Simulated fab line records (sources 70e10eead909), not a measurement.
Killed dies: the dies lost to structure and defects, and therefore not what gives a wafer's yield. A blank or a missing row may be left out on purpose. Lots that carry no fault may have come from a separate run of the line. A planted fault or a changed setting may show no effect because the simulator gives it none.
A lot that was struck, set against a sound lot ; flow nand harc ; 18 out of 1159 route steps
Sound: the wafers L394.4, L394.5, L394.6. Struck: wafer L402.3. The cause is named last.
At each step with rows: each side's tool, then ch and its chambers, then its first start. Under that, the readings that differ: sound wafers ; struck wafers ; difference of the means ; sigmas: that difference in standard deviations of wafers without a fault.
alike: readings with means less than 2 such deviations apart, plus words and numbers identical on both sides. not compared: withheld readings, readings lacking a value on some wafer, bounds such as >300 that could conceal the same value, and numbers that have no deviation in the record and whose values overlap.
Wherever a step has rows on one side only, a row that says differs or no value, or a row with sigmas, the two part there. Numbers that have no deviation but don't overlap get no sigmas and don't part them. A reading that every wafer of one side lacks parts them only if that side has two wafers or more.

NHARC_A_M1_ETCH_35: etches the open film in N2/H2, target depth 40 nm, overetch 12 nm, time 43.94 s.
  sound on rie diel-03 ch 1,2,3, day 18 23:39; struck on rie diel-03 ch 0, day 21 13:06
reading;sound;struck;difference;sigmas
rf hours counter h (h);- - -;3;no value on the sound wafers;
  alike: chamber pressure mTorr, drypump motor current A, oes product au, rf fwd power W, rf vpp V, showerhead plenum p Torr, throttle valve pct
then, 1 step without rows for these wafers: NHARC_A_M1_ETCH_15 (etches the open film in C4F8/Ar, target depth 182.5 nm, time 91.2 s).
NHARC_A_M1_CD_MEAS_16:
  sound on cd sem-03 at day 18 23:53; struck on cd sem-01 at day 21 13:19
  alike: cd nm
then, 1 step without rows for these wafers: NHARC_A_M1_STRIP_18 (strips in N2/H2).
NHARC_A_M1_ETCH_28: etches the open film in CF4/N2, target depth 30 nm, time 72.99 s.
  sound on rie diel-10 ch 0,1,2; struck on rie diel-10 ch 0
  alike: chamber pressure mTorr, drypump motor current A, oes product au, rf fwd power W, rf vpp V, showerhead plenum p Torr, throttle valve pct
  not compared: rf hours counter h
then, 2 steps without rows for these wafers: NHARC_A_M1_STRIP_19 (strips in post etch residue remover, time 600 s); NHARC_A_M1_DEGAS_29 (time 60 s).
NHARC_A_M1_PRE_CLEAN_30: time 30 s.
  sound on pvd sputter-01; struck on pvd sputter-01
  alike: heater power w
then, 1 step without rows for these wafers: NHARC_A_M1_PVD_20 (deposits TaN, target thk 5 nm, time 8.06 s).
NHARC_A_M1_PVD_21: deposits Cu, target thk 30 nm, time 20.49 s.
  sound on pvd sputter-01; struck on pvd sputter-01
  alike: chamber pressure pa, substrate temp c, throttle valve pct
then, 2 steps without rows for these wafers: NHARC_A_M1_ECD_22 (material Cu, target thk 400 nm); NHARC_A_M1_ANNEAL_31 (time 90 s).
NHARC_A_M1_CMP_23: polishes, t overpolish 20 s, target thk 154.34 nm.
  sound on cmp-03 ch 0,1,2, day 19 02:00; struck on cmp-01 ch 0, day 21 15:07
reading;sound;struck;difference;sigmas
time to endpoint s (s);25.7 24.3 27.3;37.4;+11.6;+5
  alike: motor current A
NHARC_A_M1_THK_MEAS_24: measures by xrf.
  sound on film metro-02 at day 19 02:14; struck on film metro-01 at day 21 15:37
reading;sound;struck;difference;sigmas
thk nm (nm);153.7 151.3 153.5;159.2;+6.4;+5
  not compared: hold
then, 1 step without rows for these wafers: NHARC_A_M1_SRD_25.
NHARC_A_M1_INSPECT_27:
  sound on defect inspect-02 at day 19 02:23; struck on defect inspect-01 at day 21 15:56
reading;sound;struck;difference;sigmas
raw defect count;436 308 285;4784;+4441;+40
  not compared: hold
NHARC_A_M1_PRE_CLEAN_32: time 12 s.
  sound on pecvd-04 ch 0,1,2, day 19 02:31; struck on pecvd-04 ch 2, day 21 19:57
reading;sound;struck;difference;sigmas
hold;- - -;await dispo/3.8h/release;no value on the sound wafers;
  alike: heater power w, rf fwd power W
NHARC_END_SORT_01:
  here the record holds rows for the struck wafers (prober-01 ch 0, day 23 15:27) but none for the sound ones

## WHERE THEY PART
Earliest at NHARC_A_M1_ETCH_35; latest, in this record, at NHARC_END_SORT_01.

WHY: the cause the simulator had injected
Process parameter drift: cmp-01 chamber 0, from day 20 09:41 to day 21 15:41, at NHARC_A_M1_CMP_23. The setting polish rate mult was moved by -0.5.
